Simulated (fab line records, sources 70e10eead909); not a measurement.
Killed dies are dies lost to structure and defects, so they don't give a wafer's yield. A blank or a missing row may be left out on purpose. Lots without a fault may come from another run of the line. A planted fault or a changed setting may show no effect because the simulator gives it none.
Chamber matching | flow nand_harc | NHARC_THIN_TSV_ETCHBACK_48 on rie_diel-09: 4 sister chambers
The step etches the open film in C4F8/Ar, target depth 1028.5 nm, time 405.17 s. 4 wafers are shown with their chamber, then 7 later ones without.

WAFERS WITH THEIR CHAMBER
wafer  | chamber | rf_vpp_V (V)
L568.6 | 1       | 542
L569.1 | 2       | 545
L577.1 | 0       | 549
L577.2 | 3       | 551

WAFERS WITHOUT THEIR CHAMBER
wafer  | rf_vpp_V (V)
L577.3 | 544
L581.1 | 551
L581.3 | 551
L581.5 | 549
L579.1 | 550
L579.4 | 543
L579.5 | 544

WHICH CHAMBER EACH WENT THROUGH
wafer  | from the rows above     | in truth
L577.3 | can't be placed: 2 or 1 | 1
L581.1 | 3                       | 3
L581.3 | 3                       | 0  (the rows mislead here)
L581.5 | 0                       | 0
L579.1 | can't be placed: 0 or 3 | 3
L579.4 | can't be placed: 1 or 2 | 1
L579.5 | can't be placed: 2 or 1 | 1
Placed correctly: 2 of 7. Can't be placed from these rows: 4 (the true chamber is among the candidates in 4). Placed wrongly: 1.
How it was worked out, from the rows above alone: a wafer's distance from a chamber is the root of the sum, over the readings, of the square of ((its reading less the chamber's mean) divided by the reading's scatter). The wafer belongs to the nearest chamber; if the next one is less than 2 further off, it can't be placed. A chamber's mean is the mean of its shown wafers. The scatter: with one shown wafer a chamber, the root of the mean of the squares of how far each hidden wafer lies from its nearest shown one.
